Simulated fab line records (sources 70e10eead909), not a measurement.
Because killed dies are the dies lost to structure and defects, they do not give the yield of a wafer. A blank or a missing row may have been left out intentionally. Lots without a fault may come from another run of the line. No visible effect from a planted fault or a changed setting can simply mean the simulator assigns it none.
What tool caused it? || flow nand harc || Sampling: 12 lots, 36 wafers, 5 of 1302 route steps

WHAT EACH GAUGE READ, for each wafer
NHARC_END_SORT_01. Usual: killed at array 62, standard deviation 16; killed at other 0.8, standard deviation 1.1; killed at periphery 4, standard deviation 3.2; killed dies 67, standard deviation 16; killed open 3.5, standard deviation 1.9; killed short 2.1, standard deviation 1.5.
{"lot": "L165", "measured": "day 24 08:47", "on": "prober-02", "killed at array": "58 49 52", "killed at other": "4 2 0", "killed at periphery": "1 2 0", "killed dies": "63 53 52", "killed open": "5 4 2", "killed short": "4 2 2", "flag": ""}
{"lot": "L166", "measured": "day 25 06:48", "on": "prober-01", "killed at array": "71 60 64", "killed at other": "0 3 1", "killed at periphery": "4 4 13", "killed dies": "75 67 78", "killed open": "4 3 1", "killed short": "3 1 0", "flag": ""}
{"lot": "L168", "measured": "day 25 06:49", "on": "prober-02", "killed at array": "87 90 68", "killed at other": "0 0 0", "killed at periphery": "6 5 15", "killed dies": "93 95 83", "killed open": "5 4 2", "killed short": "3 6 5", "flag": ""}
{"lot": "L170", "measured": "day 26 01:53", "on": "prober-02", "killed at array": "32 32 35", "killed at other": "0 0 0", "killed at periphery": "2 1 4", "killed dies": "34 33 39", "killed open": "5 1 5", "killed short": "3 2 2", "flag": ""}
{"lot": "L171", "measured": "day 27 08:02", "on": "prober-01", "killed at array": "57 62 63", "killed at other": "3 2 1", "killed at periphery": "7 8 4", "killed dies": "67 72 68", "killed open": "8 1 2", "killed short": "2 4 1", "flag": ""}
{"lot": "L175", "measured": "day 28 02:01", "on": "prober-02", "killed at array": "59 51 69", "killed at other": "1 1 2", "killed at periphery": "5 5 3", "killed dies": "65 57 74", "killed open": "3 0 2", "killed short": "3 2 2", "flag": ""}
{"lot": "L179", "measured": "day 30 02:50", "on": "prober-01", "killed at array": "675 673 671", "killed at other": "1 1 5", "killed at periphery": "1 3 1", "killed dies": "677 677 677", "killed open": "3 2 3", "killed short": "1 2 2", "flag": "OFF"}
{"lot": "L180", "measured": "day 30 02:01", "on": "prober-02", "killed at array": "672 674 674", "killed at other": "0 0 0", "killed at periphery": "5 3 3", "killed dies": "677 677 677", "killed open": "5 4 5", "killed short": "4 0 6", "flag": "OFF"}
{"lot": "L186", "measured": "day 32 04:21", "on": "prober-02", "killed at array": "62 65 63", "killed at other": "1 1 0", "killed at periphery": "5 4 6", "killed dies": "68 70 69", "killed open": "7 2 7", "killed short": "2 0 1", "flag": ""}
{"lot": "L185", "measured": "day 33 05:26", "on": "prober-02", "killed at array": "67 88 87", "killed at other": "0 1 0", "killed at periphery": "10 3 4", "killed dies": "77 92 91", "killed open": "1 6 2", "killed short": "2 3 3", "flag": ""}
{"lot": "L187", "measured": "day 34 09:10", "on": "prober-02", "killed at array": "66 57 57", "killed at other": "3 0 1", "killed at periphery": "2 4 0", "killed dies": "71 61 58", "killed open": "3 2 0", "killed short": "2 3 2", "flag": ""}
{"lot": "L188", "measured": "day 34 14:34", "on": "prober-01", "killed at array": "58 63 45", "killed at other": "0 0 2", "killed at periphery": "0 4 3", "killed dies": "58 67 50", "killed open": "2 2 6", "killed short": "2 4 1", "flag": ""}

TOOL THAT RAN EACH LOT (tool first, then ch and the chambers of the sampled wafers, then the start)
{"lot": "L165", "NHARC_A_STAIRCASE_ETCH_190": "rie diel-11 ch 1,2,3, day 15 16:18 or earlier", "NHARC_A_STAIRCASE_ETCH_197": "rie diel-11 ch 1,3, day 15 16:18 or earlier", "NHARC_A_STAIRCASE_ETCH_199": "rie diel-11 ch 0,1, day 15 16:18", "NHARC_A_STAIRCASE_STRIP_205": "plasma asher-02 ch 0,1, day 15 16:59"}
{"lot": "L166", "NHARC_A_STAIRCASE_ETCH_190": "rie diel-02 ch 0,1,3, day 16 15:13 or earlier", "NHARC_A_STAIRCASE_ETCH_197": "rie diel-02 ch 1,2,3, day 16 15:13 or earlier", "NHARC_A_STAIRCASE_ETCH_199": "rie diel-02 ch 1,2,3, day 16 15:13", "NHARC_A_STAIRCASE_STRIP_205": "plasma asher-01 ch 0,1, day 16 16:20"}
{"lot": "L168", "NHARC_A_STAIRCASE_ETCH_190": "rie diel-04 ch 0,1,2, day 16 16:11 or earlier", "NHARC_A_STAIRCASE_ETCH_197": "rie diel-11 ch 1,2, day 16 16:11 or earlier", "NHARC_A_STAIRCASE_ETCH_199": "rie diel-11 ch 0,1,2, day 16 16:11", "NHARC_A_STAIRCASE_STRIP_205": "plasma asher-01 ch 0,1, day 16 16:49"}
{"lot": "L170", "NHARC_A_STAIRCASE_ETCH_190": "rie diel-04 ch 0,2,3, day 17 19:21 or earlier", "NHARC_A_STAIRCASE_ETCH_197": "rie diel-02 ch 0,2,3, day 17 19:21 or earlier", "NHARC_A_STAIRCASE_ETCH_199": "rie diel-02 ch 0,1, day 17 19:21", "NHARC_A_STAIRCASE_STRIP_205": "plasma asher-01 ch 0,1, day 17 20:04"}
{"lot": "L171", "NHARC_A_STAIRCASE_ETCH_190": "rie diel-04 ch 0,1,2, day 18 12:54 or earlier", "NHARC_A_STAIRCASE_ETCH_197": "rie diel-04 ch 1,2,3, day 18 12:54 or earlier", "NHARC_A_STAIRCASE_ETCH_199": "rie diel-04 ch 0,1,2, day 18 12:54", "NHARC_A_STAIRCASE_STRIP_205": "plasma asher-02 ch 0,1, day 18 13:34"}
{"lot": "L175", "NHARC_A_STAIRCASE_ETCH_190": "rie diel-02 ch 0,1,3, day 20 01:31 or earlier", "NHARC_A_STAIRCASE_ETCH_197": "rie diel-02 ch 0,1,3, day 20 01:31 or earlier", "NHARC_A_STAIRCASE_ETCH_199": "rie diel-02 ch 1,2,3, day 20 01:31", "NHARC_A_STAIRCASE_STRIP_205": "plasma asher-01 ch 0,1, day 20 02:08"}
{"lot": "L179", "NHARC_A_STAIRCASE_ETCH_190": "rie diel-02 ch 1,3, day 21 22:18 or earlier", "NHARC_A_STAIRCASE_ETCH_197": "rie diel-11 ch 0,1, day 21 22:18 or earlier", "NHARC_A_STAIRCASE_ETCH_199": "rie diel-11 ch 0,1,3, day 21 22:18", "NHARC_A_STAIRCASE_STRIP_205": "plasma asher-02 ch 0,1, day 21 23:04"}
{"lot": "L180", "NHARC_A_STAIRCASE_ETCH_190": "rie diel-02 ch 1,2,3, day 21 23:15 or earlier", "NHARC_A_STAIRCASE_ETCH_197": "rie diel-04 ch 1,2,3, day 21 23:15 or earlier", "NHARC_A_STAIRCASE_ETCH_199": "rie diel-04 ch 0,1,3, day 21 23:15", "NHARC_A_STAIRCASE_STRIP_205": "plasma asher-01 ch 0,1, day 21 23:56"}
{"lot": "L186", "NHARC_A_STAIRCASE_ETCH_190": "rie diel-04 ch 0,2,3, day 24 05:41 or earlier", "NHARC_A_STAIRCASE_ETCH_197": "rie diel-02 ch 1,2,3, day 24 05:41 or earlier", "NHARC_A_STAIRCASE_ETCH_199": "rie diel-02 ch 0,1,2, day 24 05:41", "NHARC_A_STAIRCASE_STRIP_205": "plasma asher-02 ch 0,1, day 24 06:19"}
{"lot": "L185", "NHARC_A_STAIRCASE_ETCH_190": "rie diel-04 ch 0,1, day 25 02:22 or earlier", "NHARC_A_STAIRCASE_ETCH_197": "rie diel-04 ch 0,1,3, day 25 02:22 or earlier", "NHARC_A_STAIRCASE_ETCH_199": "rie diel-04 ch 2,3, day 25 02:22", "NHARC_A_STAIRCASE_STRIP_205": "plasma asher-01 ch 0,1, day 25 03:02"}
{"lot": "L187", "NHARC_A_STAIRCASE_ETCH_190": "rie diel-02 ch 0,1, day 25 16:34 or earlier", "NHARC_A_STAIRCASE_ETCH_197": "rie diel-04 ch 0,1,2, day 25 16:34 or earlier", "NHARC_A_STAIRCASE_ETCH_199": "rie diel-04 ch 0,3, day 25 16:34", "NHARC_A_STAIRCASE_STRIP_205": "plasma asher-02 ch 0,1, day 25 17:18"}
{"lot": "L188", "NHARC_A_STAIRCASE_ETCH_190": "rie diel-02 ch 0,1,3, day 25 20:33 or earlier", "NHARC_A_STAIRCASE_ETCH_197": "rie diel-02 ch 0,2, day 25 20:33 or earlier", "NHARC_A_STAIRCASE_ETCH_199": "rie diel-02 ch 2,3, day 25 20:33", "NHARC_A_STAIRCASE_STRIP_205": "plasma asher-01 ch 0,1, day 25 21:14"}
- NHARC_A_STAIRCASE_ETCH_190: etches the open film in C4F8/O2, target depth 100 nm, time 40.5 s.
- NHARC_A_STAIRCASE_ETCH_197: etches the open film in C4F8/O2, target depth 100 nm, time 40.5 s.
- NHARC_A_STAIRCASE_ETCH_199: etches the open film in C4F8/O2, target depth 100 nm, time 40.5 s.
- NHARC_A_STAIRCASE_STRIP_205: strips in O2.

AS READ BY THE TOOLS THEMSELVES (means over the sampled wafers that have a number; for cases with no such wafer, the mark the record gives instead)
NHARC_A_STAIRCASE_ETCH_190. Usual: bias w 1000 W, standard deviation 3.5; chamber pressure mTorr 25.002 mTorr, standard deviation 0.023; oes product au 0.945 a.u., standard deviation 0.0098; rf vpp V 896 V, standard deviation 5.7.
{"lot": "L165", "tool": "rie diel-11", "bias w (W)": 1000, "chamber pressure mTorr (mTorr)": 25.000, "oes product au (a.u.)": 0.955, "rf vpp V (V)": 894, "flag": ""}
{"lot": "L166", "tool": "rie diel-02", "bias w (W)": 1000, "chamber pressure mTorr (mTorr)": 25.008, "oes product au (a.u.)": 0.936, "rf vpp V (V)": 897, "flag": ""}
{"lot": "L168", "tool": "rie diel-04", "bias w (W)": 996, "chamber pressure mTorr (mTorr)": 25.041, "oes product au (a.u.)": 0.937, "rf vpp V (V)": 900, "flag": ""}
{"lot": "L170", "tool": "rie diel-04", "bias w (W)": 997, "chamber pressure mTorr (mTorr)": 25.015, "oes product au (a.u.)": 0.934, "rf vpp V (V)": 897, "flag": ""}
{"lot": "L171", "tool": "rie diel-04", "bias w (W)": 1000, "chamber pressure mTorr (mTorr)": 24.990, "oes product au (a.u.)": 0.947, "rf vpp V (V)": 899, "flag": ""}
{"lot": "L175", "tool": "rie diel-02", "bias w (W)": 998, "chamber pressure mTorr (mTorr)": 24.987, "oes product au (a.u.)": 0.952, "rf vpp V (V)": 896, "flag": ""}
{"lot": "L179", "tool": "rie diel-02", "bias w (W)": 1002, "chamber pressure mTorr (mTorr)": 24.995, "oes product au (a.u.)": 0.945, "rf vpp V (V)": 901, "flag": ""}
{"lot": "L180", "tool": "rie diel-02", "bias w (W)": 1006, "chamber pressure mTorr (mTorr)": 25.014, "oes product au (a.u.)": 0.959, "rf vpp V (V)": 898, "flag": ""}
{"lot": "L186", "tool": "rie diel-04", "bias w (W)": 997, "chamber pressure mTorr (mTorr)": 24.987, "oes product au (a.u.)": 0.954, "rf vpp V (V)": 897, "flag": ""}
{"lot": "L185", "tool": "rie diel-04", "bias w (W)": 999, "chamber pressure mTorr (mTorr)": 25.002, "oes product au (a.u.)": 0.939, "rf vpp V (V)": 899, "flag": ""}
{"lot": "L187", "tool": "rie diel-02", "bias w (W)": 1002, "chamber pressure mTorr (mTorr)": 24.982, "oes product au (a.u.)": 0.938, "rf vpp V (V)": 892, "flag": ""}
{"lot": "L188", "tool": "rie diel-02", "bias w (W)": 1000, "chamber pressure mTorr (mTorr)": 24.991, "oes product au (a.u.)": 0.945, "rf vpp V (V)": 896, "flag": ""}

NHARC_A_STAIRCASE_ETCH_197. Usual: bias w 1000 W, standard deviation 3.1; chamber pressure mTorr 25.000 mTorr, standard deviation 0.025; oes product au 0.955 a.u., standard deviation 0.017; rf vpp V 896 V, standard deviation 5.2.
{"lot": "L165", "tool": "rie diel-11", "bias w (W)": 1000, "chamber pressure mTorr (mTorr)": 25.000, "oes product au (a.u.)": 0.955, "rf vpp V (V)": 898, "flag": ""}
{"lot": "L166", "tool": "rie diel-02", "bias w (W)": 999, "chamber pressure mTorr (mTorr)": 24.991, "oes product au (a.u.)": 0.939, "rf vpp V (V)": 898, "flag": ""}
{"lot": "L168", "tool": "rie diel-11", "bias w (W)": 999, "chamber pressure mTorr (mTorr)": 25.045, "oes product au (a.u.)": 0.978, "rf vpp V (V)": 890, "flag": ""}
{"lot": "L170", "tool": "rie diel-02", "bias w (W)": 997, "chamber pressure mTorr (mTorr)": 25.024, "oes product au (a.u.)": 0.966, "rf vpp V (V)": 894, "flag": ""}
{"lot": "L171", "tool": "rie diel-04", "bias w (W)": 1000, "chamber pressure mTorr (mTorr)": 24.998, "oes product au (a.u.)": 0.939, "rf vpp V (V)": 897, "flag": ""}
{"lot": "L175", "tool": "rie diel-02", "bias w (W)": 1000, "chamber pressure mTorr (mTorr)": 25.001, "oes product au (a.u.)": 0.950, "rf vpp V (V)": 896, "flag": ""}
{"lot": "L179", "tool": "rie diel-11", "bias w (W)": 997, "chamber pressure mTorr (mTorr)": 25.020, "oes product au (a.u.)": 0.958, "rf vpp V (V)": 891, "flag": ""}
{"lot": "L180", "tool": "rie diel-04", "bias w (W)": 999, "chamber pressure mTorr (mTorr)": 25.007, "oes product au (a.u.)": 0.970, "rf vpp V (V)": 896, "flag": ""}
{"lot": "L186", "tool": "rie diel-02", "bias w (W)": 1002, "chamber pressure mTorr (mTorr)": 25.005, "oes product au (a.u.)": 0.965, "rf vpp V (V)": 898, "flag": ""}
{"lot": "L185", "tool": "rie diel-04", "bias w (W)": 1001, "chamber pressure mTorr (mTorr)": 24.995, "oes product au (a.u.)": 0.955, "rf vpp V (V)": 897, "flag": ""}
{"lot": "L187", "tool": "rie diel-04", "bias w (W)": 998, "chamber pressure mTorr (mTorr)": 25.006, "oes product au (a.u.)": 0.931, "rf vpp V (V)": 898, "flag": ""}
{"lot": "L188", "tool": "rie diel-02", "bias w (W)": 1003, "chamber pressure mTorr (mTorr)": 24.995, "oes product au (a.u.)": 0.938, "rf vpp V (V)": 889, "flag": ""}

NHARC_A_STAIRCASE_ETCH_199. Usual: bias w 1000.2 W, standard deviation 2.7; chamber pressure mTorr 25.001 mTorr, standard deviation 0.022; oes product au 0.949 a.u., standard deviation 0.011; rf vpp V 896 V, standard deviation 5.3.
{"lot": "L165", "tool": "rie diel-11", "bias w (W)": 1001.4, "chamber pressure mTorr (mTorr)": 25.005, "oes product au (a.u.)": 0.950, "rf vpp V (V)": 890, "flag": ""}
{"lot": "L166", "tool": "rie diel-02", "bias w (W)": 997.5, "chamber pressure mTorr (mTorr)": 24.997, "oes product au (a.u.)": 0.946, "rf vpp V (V)": 898, "flag": ""}
{"lot": "L168", "tool": "rie diel-11", "bias w (W)": 997.8, "chamber pressure mTorr (mTorr)": 24.993, "oes product au (a.u.)": 0.963, "rf vpp V (V)": 889, "flag": ""}
{"lot": "L170", "tool": "rie diel-02", "bias w (W)": 999.5, "chamber pressure mTorr (mTorr)": 24.993, "oes product au (a.u.)": 0.948, "rf vpp V (V)": 893, "flag": ""}
{"lot": "L171", "tool": "rie diel-04", "bias w (W)": 1001.4, "chamber pressure mTorr (mTorr)": 24.994, "oes product au (a.u.)": 0.947, "rf vpp V (V)": 900, "flag": ""}
{"lot": "L175", "tool": "rie diel-02", "bias w (W)": 998.9, "chamber pressure mTorr (mTorr)": 25.004, "oes product au (a.u.)": 0.940, "rf vpp V (V)": 898, "flag": ""}
{"lot": "L179", "tool": "rie diel-11", "bias w (W)": "-", "chamber pressure mTorr (mTorr)": "-", "oes product au (a.u.)": "-", "rf vpp V (V)": "-", "flag": "OFF"}
{"lot": "L180", "tool": "rie diel-04", "bias w (W)": "-", "chamber pressure mTorr (mTorr)": "-", "oes product au (a.u.)": "-", "rf vpp V (V)": "-", "flag": "OFF"}
{"lot": "L186", "tool": "rie diel-02", "bias w (W)": 1001.7, "chamber pressure mTorr (mTorr)": 24.972, "oes product au (a.u.)": 0.959, "rf vpp V (V)": 894, "flag": ""}
{"lot": "L185", "tool": "rie diel-04", "bias w (W)": 996.3, "chamber pressure mTorr (mTorr)": 25.004, "oes product au (a.u.)": 0.933, "rf vpp V (V)": 896, "flag": ""}
{"lot": "L187", "tool": "rie diel-04", "bias w (W)": 1001.5, "chamber pressure mTorr (mTorr)": 25.000, "oes product au (a.u.)": 0.940, "rf vpp V (V)": 897, "flag": ""}
{"lot": "L188", "tool": "rie diel-02", "bias w (W)": 1001.7, "chamber pressure mTorr (mTorr)": 24.997, "oes product au (a.u.)": 0.936, "rf vpp V (V)": 893, "flag": ""}

NHARC_A_STAIRCASE_STRIP_205. Usual: drypump motor current A 5.6 A, standard deviation 0.45; heater power w 333 W, standard deviation 15.
{"lot": "L165", "tool": "plasma asher-02", "drypump motor current A (A)": 5.5, "heater power w (W)": 347, "flag": ""}
{"lot": "L166", "tool": "plasma asher-01", "drypump motor current A (A)": 5.9, "heater power w (W)": 325, "flag": ""}
{"lot": "L168", "tool": "plasma asher-01", "drypump motor current A (A)": 5.9, "heater power w (W)": 319, "flag": ""}
{"lot": "L170", "tool": "plasma asher-01", "drypump motor current A (A)": 5.9, "heater power w (W)": 329, "flag": ""}
{"lot": "L171", "tool": "plasma asher-02", "drypump motor current A (A)": 5.1, "heater power w (W)": 347, "flag": ""}
{"lot": "L175", "tool": "plasma asher-01", "drypump motor current A (A)": 5.9, "heater power w (W)": 318, "flag": ""}
{"lot": "L179", "tool": "plasma asher-02", "drypump motor current A (A)": 5.5, "heater power w (W)": 342, "flag": ""}
{"lot": "L180", "tool": "plasma asher-01", "drypump motor current A (A)": 5.9, "heater power w (W)": 325, "flag": ""}
{"lot": "L186", "tool": "plasma asher-02", "drypump motor current A (A)": 5.1, "heater power w (W)": 343, "flag": ""}
{"lot": "L185", "tool": "plasma asher-01", "drypump motor current A (A)": 5.9, "heater power w (W)": 316, "flag": ""}
{"lot": "L187", "tool": "plasma asher-02", "drypump motor current A (A)": 5.4, "heater power w (W)": 346, "flag": ""}
{"lot": "L188", "tool": "plasma asher-01", "drypump motor current A (A)": 5.9, "heater power w (W)": 315, "flag": ""}

THE ANSWER, worked out from the rows above alone
Rule: a lot is off if the mean of its wafers that have a number lies more than 3 standard deviations from the usual mean. Also off: a lot with no number at a reading for which 4 or more lots have one. Where the step has rows for the other lots, those lots are counted as sound. First the gauges in route order, then the tools' own readings, where a lot's mean is used as printed above. At the first step where some lot is off, the reading lying furthest off is the one used; lots without a number count as furthest.
Off: L179, L180 (NHARC_END_SORT_01, killed at array).
If a tool, at a process step before that reading, ran all the lots that are off and no sound lot after the first of them, it fits. The gauges at NHARC_END_SORT_01 aren't tried: what is off there is off at NHARC_A_STAIRCASE_ETCH_199 too, on other tools, and a gauge's error can't cause that. With no start given for some of its lots, NHARC_A_STAIRCASE_ETCH_190 uses the hours and lot order of NHARC_A_STAIRCASE_ETCH_199. With no start given for some of its lots, NHARC_A_STAIRCASE_ETCH_197 uses the hours and lot order of NHARC_A_STAIRCASE_ETCH_199. None of those tried fits.

WHAT THE SIMULATOR HAD PUT IN
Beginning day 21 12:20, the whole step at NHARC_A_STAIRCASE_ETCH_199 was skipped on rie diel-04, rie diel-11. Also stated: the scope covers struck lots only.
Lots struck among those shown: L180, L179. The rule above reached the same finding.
